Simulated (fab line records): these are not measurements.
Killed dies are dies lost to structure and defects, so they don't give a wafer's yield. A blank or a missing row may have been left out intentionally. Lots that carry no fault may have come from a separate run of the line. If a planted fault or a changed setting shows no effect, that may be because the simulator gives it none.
The tool behind it: which one? | flow n5_finfet | 72 wafers from 24 lots sampled at 5 of the route's 1938 steps

## WHAT THE GAUGES SHOWED, per wafer
N5_BEOL_M3_THK_MEAS_01. Usual: M3_ILD_THK 78.7 nm, standard deviation 0.85.
lot  | measured     | on            | M3_ILD_THK (nm) | flag
L074 | day 7 09:55  | film_metro-02 | 78.3 78.8 79.5  |
L075 | day 7 15:35  | film_metro-02 | 78.4 78.1 79.3  |
L077 | day 7 15:53  | film_metro-02 | 78.5 79.3 79.2  |
L076 | day 7 20:12  | film_metro-02 | 77.6 77.9 78.9  |
L078 | day 8 01:24  | film_metro-01 | 78.0 78.9 79.3  |
L079 | day 8 01:42  | film_metro-01 | 78.1 78.3 79.0  |
L081 | day 8 23:18  | film_metro-02 | 78.2 78.3 78.1  |
L080 | day 9 01:13  | film_metro-02 | 77.9 78.3 80.2  |
L082 | day 9 09:10  | film_metro-01 | 77.8 78.9 78.9  |
L083 | day 9 17:34  | film_metro-02 | 77.9 80.0 80.1  |
L084 | day 9 19:07  | film_metro-02 | 78.3 79.3 79.2  |
L085 | day 9 23:41  | film_metro-02 | 79.4 78.4 80.6  |
L086 | day 10 06:44 | film_metro-01 | 77.9 78.1 79.3  |
L087 | day 10 13:27 | film_metro-02 | 77.5 79.3 78.6  |
L088 | day 10 16:34 | film_metro-02 | 78.6 77.3 79.5  |
L089 | day 11 11:22 | film_metro-01 | 77.5 76.9 78.5  |
L090 | day 11 22:10 | film_metro-01 | 79.2 78.5 81.2  |
L092 | day 12 23:41 | film_metro-02 | 78.1 78.3 78.9  |
L093 | day 12 23:29 | film_metro-02 | 77.5 79.6 77.4  |
L094 | day 13 04:13 | film_metro-02 | 78.6 78.3 80.0  |
L091 | day 13 10:34 | film_metro-01 | 78.2 78.6 80.1  |
L095 | day 13 16:50 | film_metro-02 | 78.6 78.6 78.5  |
L097 | day 13 21:28 | film_metro-01 | 79.5 78.6 79.0  |
L096 | day 14 01:48 | film_metro-02 | 78.3 78.2 79.4  |

N5_BEOL_M3_CD_MEAS_11: target cd 17.05 nm. Usual: cd_nm reads 17.11 nm (standard deviation 0.23).
lot  | measured     | on        | cd_nm (nm)        | flag
L074 | day 7 10:28  | cd_sem-02 | 17.37 17.22 17.49 |
L075 | day 7 17:03  | cd_sem-02 | 17.42 17.08 17.04 |
L077 | day 7 17:05  | cd_sem-03 | 16.79 17.13 17.16 |
L076 | day 7 22:05  | cd_sem-02 | 17.32 17.07 17.17 |
L078 | day 8 01:53  | cd_sem-02 | 16.60 17.01 16.78 |
L079 | day 8 02:11  | cd_sem-02 | 16.66 17.21 17.55 |
L081 | day 9 00:55  | cd_sem-03 | 17.42 16.97 16.84 |
L080 | day 9 01:51  | cd_sem-03 | 17.34 17.19 16.82 |
L082 | day 9 10:32  | cd_sem-02 | 17.34 17.15 17.43 |
L083 | day 9 19:40  | cd_sem-02 | 17.55 17.15 17.25 |
L084 | day 9 20:28  | cd_sem-03 | 16.88 17.30 17.41 |
L085 | day 10 00:11 | cd_sem-02 | 17.07 17.20 17.17 |
L086 | day 10 08:01 | cd_sem-03 | 16.83 17.40 17.31 |
L087 | day 10 16:08 | cd_sem-03 | 17.00 16.66 17.13 |
L088 | day 10 17:35 | cd_sem-01 | 17.38 17.05 17.00 |
L089 | day 11 12:20 | cd_sem-02 | 17.46 17.12 17.35 |
L090 | day 11 23:08 | cd_sem-02 | 17.27 16.81 17.05 |
L092 | day 13 02:14 | cd_sem-02 | 16.91 16.99 17.20 |
L093 | day 13 02:01 | cd_sem-03 | 17.31 17.02 17.04 |
L094 | day 13 05:25 | cd_sem-02 | 17.14 17.37 17.04 |
L091 | day 13 12:03 | cd_sem-01 | 16.70 17.08 16.97 |
L095 | day 13 17:28 | cd_sem-01 | 17.04 16.81 17.12 |
L097 | day 14 01:19 | cd_sem-02 | 17.15 16.95 17.05 |
L096 | day 14 02:17 | cd_sem-03 | 16.67 17.12 17.75 |

N5_BEOL_M3_OVL_MEAS_12. Usual: M3_OVL 0.0 nm, standard deviation 0.66.
lot  | measured     | on         | M3_OVL (nm)    | flag
L074 | day 7 10:30  | overlay-02 | -1.1 -1.1 -0.9 |
L075 | day 7 17:05  | overlay-02 | 0.9 -0.4 -0.1  |
L077 | day 7 17:08  | overlay-01 | 0.2 -0.6 -0.7  |
L076 | day 7 22:07  | overlay-02 | -1.0 -0.3 -0.8 |
L078 | day 8 01:55  | overlay-02 | 0.2 -0.6 -0.3  |
L079 | day 8 02:13  | overlay-02 | 0.1 -2.0 0.2   |
L081 | day 9 00:57  | overlay-02 | -1.7 -1.5 -0.7 |
L080 | day 9 01:53  | overlay-01 | -0.7 -1.2 -0.1 |
L082 | day 9 10:35  | overlay-01 | -0.1 0.3 0.0   |
L083 | day 9 19:43  | overlay-01 | -1.1 0.2 -0.5  |
L084 | day 9 20:31  | overlay-01 | 0.4 0.3 0.3    |
L085 | day 10 00:13 | overlay-02 | -0.1 0.2 -0.4  |
L086 | day 10 08:04 | overlay-01 | 0.6 0.5 0.7    |
L087 | day 10 16:10 | overlay-01 | -0.6 0.3 -0.6  |
L088 | day 10 17:37 | overlay-02 | 0.8 1.3 1.1    |
L089 | day 11 12:22 | overlay-02 | 0.6 0.5 0.3    |
L090 | day 11 23:10 | overlay-01 | -0.1 0.0 0.5   |
L092 | day 13 02:16 | overlay-02 | 0.8 0.6 0.2    |
L093 | day 13 02:04 | overlay-02 | 0.7 -1.1 -0.2  |
L094 | day 13 05:26 | overlay-01 | 0.8 0.8 0.8    |
L091 | day 13 12:05 | overlay-01 | 0.4 -0.4 -0.1  |
L095 | day 13 17:30 | overlay-02 | -0.8 0.9 0.2   |
L097 | day 14 01:20 | overlay-01 | -0.6 -0.1 0.2  |
L096 | day 14 02:19 | overlay-02 | 0.6 0.7 0.1    |

## EACH LOT AND THE TOOL THAT RAN IT (in order: tool; ch and the chambers of the sampled wafers; start)
lot  | N5_BEOL_M2_VIA_ETCH_34             | N5_BEOL_M2_ANNEAL_49
L074 | rie_diel-01 ch 0,3, day 7 04:54    | pvd_sputter-01, day 7 07:03
L075 | rie_diel-01 ch 0,1,3, day 7 11:17  | pvd_sputter-03, day 7 12:44
L077 | rie_diel-04 ch 2,3, day 7 11:31    | pvd_sputter-01, day 7 13:01
L076 | rie_diel-05 ch 0,3, day 7 15:29    | pvd_sputter-02, day 7 17:17
L078 | rie_diel-01 ch 0,1,2, day 7 20:52  | pvd_sputter-03, day 7 22:32
L079 | rie_diel-01 ch 0,1, day 7 21:20    | pvd_sputter-01, day 7 22:47
L081 | rie_diel-04 ch 0,2,3, day 8 18:48  | pvd_sputter-01, day 8 20:26
L080 | rie_diel-05 ch 0,1,2, day 8 19:17  | pvd_sputter-01, day 8 22:19
L082 | rie_diel-04 ch 0,2, day 9 05:05    | pvd_sputter-02, day 9 06:18
L083 | rie_diel-05 ch 0,1, day 9 12:26    | pvd_sputter-03, day 9 13:57
L084 | rie_diel-01 ch 0,1, day 9 14:19    | pvd_sputter-03, day 9 16:14
L085 | rie_diel-01 ch 0,1,3, day 9 18:39  | pvd_sputter-02, day 9 20:48
L086 | rie_diel-01 ch 0,3, day 10 02:32   | pvd_sputter-02, day 10 03:52
L087 | rie_diel-04 ch 0,1,2, day 10 08:50 | pvd_sputter-03, day 10 10:08
L088 | rie_diel-01 ch 1,2,3, day 10 12:29 | pvd_sputter-01, day 10 13:40
L089 | rie_diel-01 ch 0,1,3, day 11 07:06 | pvd_sputter-03, day 11 08:26
L090 | rie_diel-04 ch 1,3, day 11 18:07   | pvd_sputter-01, day 11 19:14
L092 | rie_diel-04 ch 1,2, day 12 18:56   | pvd_sputter-02, day 12 20:50
L093 | rie_diel-01 ch 0,1,2, day 12 18:56 | pvd_sputter-03, day 12 20:37
L094 | rie_diel-05 ch 0,1,3, day 12 22:15 | pvd_sputter-01, day 13 01:20
L091 | rie_diel-04 ch 0,1,3, day 13 04:31 | pvd_sputter-02, day 13 07:43
L095 | rie_diel-04 ch 0,1,2, day 13 11:10 | pvd_sputter-02, day 13 13:59
L097 | rie_diel-01 ch 0,2,3, day 13 16:05 | pvd_sputter-03, day 13 18:31
L096 | rie_diel-05 ch 0,2,3, day 13 19:44 | pvd_sputter-02, day 13 22:56
- N5_BEOL_M2_VIA_ETCH_34: etches the open film in C4F6/O2, target depth 69.4 nm, time 65.9 s.
- N5_BEOL_M2_ANNEAL_49: time 240 s.

## AS READ BY THE TOOLS THEMSELVES (means over the sampled wafers that have a number; for cases with no such wafer, the mark the record gives instead)
N5_BEOL_M2_VIA_ETCH_34. Usual: drypump_motor_current_A 5.8 A, standard deviation 0.5; oes_product_au 0.80 a.u., standard deviation 0.081; rf_fwd_power_W 347.2 W, standard deviation 1.4; rf_vpp_V 666 V, standard deviation 7; showerhead_plenum_p_Torr 2.85 Torr, standard deviation 0.06; throttle_valve_pct 30.85 %, standard deviation 0.21.
lot  | tool        | drypump_motor_current_A (A) | oes_product_au (a.u.) | rf_fwd_power_W (W) | rf_vpp_V (V) | showerhead_plenum_p_Torr (Torr) | throttle_valve_pct (%) | flag
L074 | rie_diel-01 | 5.6                         | 0.81                  | 347.1              | 661          | 2.83                            | 30.96                  |
L075 | rie_diel-01 | 5.8                         | 0.80                  | 347.4              | 662          | 2.83                            | 30.92                  |
L077 | rie_diel-04 | 5.5                         | 0.87                  | 348.4              | 667          | 2.89                            | 30.88                  |
L076 | rie_diel-05 | 5.8                         | 0.83                  | 345.1              | 668          | 2.92                            | 30.92                  |
L078 | rie_diel-01 | 5.7                         | 0.78                  | 346.8              | 672          | 2.85                            | 30.76                  |
L079 | rie_diel-01 | 6.2                         | 0.83                  | 347.6              | 667          | 2.81                            | 30.81                  |
L081 | rie_diel-04 | 5.8                         | 0.86                  | 348.5              | 668          | 2.89                            | 30.84                  |
L080 | rie_diel-05 | 6.1                         | 0.78                  | 347.8              | 666          | 2.93                            | 30.83                  |
L082 | rie_diel-04 | 6.0                         | 0.86                  | 348.0              | 670          | 2.89                            | 30.77                  |
L083 | rie_diel-05 | 6.3                         | 0.78                  | 347.6              | 663          | 2.90                            | 30.72                  |
L084 | rie_diel-01 | 6.2                         | 0.82                  | 347.6              | 668          | 2.80                            | 30.83                  |
L085 | rie_diel-01 | 5.8                         | 0.79                  | 347.2              | 664          | 2.82                            | 30.94                  |
L086 | rie_diel-01 | 5.6                         | 0.78                  | 347.3              | 661          | 2.82                            | 30.99                  |
L087 | rie_diel-04 | 6.0                         | 0.85                  | 347.5              | 669          | 2.84                            | 30.78                  |
L088 | rie_diel-01 | 5.3                         | 0.83                  | 347.2              | 667          | 2.86                            | 30.82                  |
L089 | rie_diel-01 | 5.8                         | 0.77                  | 347.0              | 662          | 2.81                            | 30.94                  |
L090 | rie_diel-04 | 5.7                         | 0.89                  | 346.1              | 669          | 2.86                            | 30.73                  |
L092 | rie_diel-04 | 6.0                         | 0.83                  | 346.1              | 666          | 2.79                            | 30.78                  |
L093 | rie_diel-01 | 5.7                         | 0.83                  | 346.8              | 671          | 2.83                            | 30.73                  |
L094 | rie_diel-05 | 6.1                         | 0.78                  | 347.5              | 663          | 2.85                            | 30.87                  |
L091 | rie_diel-04 | 6.0                         | 0.88                  | 347.2              | 670          | 2.85                            | 30.68                  |
L095 | rie_diel-04 | 6.0                         | 0.81                  | 345.9              | 669          | 2.83                            | 30.80                  |
L097 | rie_diel-01 | 5.6                         | 0.81                  | 346.4              | 668          | 2.83                            | 30.78                  |
L096 | rie_diel-05 | 5.9                         | 0.75                  | 347.4              | 666          | 2.88                            | 30.96                  |

N5_BEOL_M2_ANNEAL_49. Usual: heater_power_w reads 877 W (standard deviation 95).
lot  | tool           | heater_power_w (W) | flag
L074 | pvd_sputter-01 | 842                |
L075 | pvd_sputter-03 | 858                |
L077 | pvd_sputter-01 | 921                |
L076 | pvd_sputter-02 | 944                |
L078 | pvd_sputter-03 | 940                |
L079 | pvd_sputter-01 | 842                |
L081 | pvd_sputter-01 | 830                |
L080 | pvd_sputter-01 | 924                |
L082 | pvd_sputter-02 | 925                |
L083 | pvd_sputter-03 | 857                |
L084 | pvd_sputter-03 | 877                |
L085 | pvd_sputter-02 | 961                |
L086 | pvd_sputter-02 | 936                |
L087 | pvd_sputter-03 | 786                |
L088 | pvd_sputter-01 | 858                |
L089 | pvd_sputter-03 | 869                |
L090 | pvd_sputter-01 | 810                |
L092 | pvd_sputter-02 | 968                |
L093 | pvd_sputter-03 | 892                |
L094 | pvd_sputter-01 | 809                |
L091 | pvd_sputter-02 | 974                |
L095 | pvd_sputter-02 | 942                |
L097 | pvd_sputter-03 | 877                |
L096 | pvd_sputter-02 | 948                |

## THE ANSWER, worked out from the rows above alone
Rule: a lot counts as off when the mean over its wafers that have a number is more than 3 standard deviations away from the usual mean. Also off: a lot with no number at a reading for which 4 or more lots have one. The other lots that the step has rows for count as sound. Order of review: gauges by route order, followed by the tools' own readings, for which a lot's mean as printed above is used. At the first step where some lot is off, the reading lying furthest off is the one used; lots without a number count as furthest.
Nothing can be told from this: no lot is off at any reading shown.

## WHAT WAS PUT IN BY THE SIMULATOR
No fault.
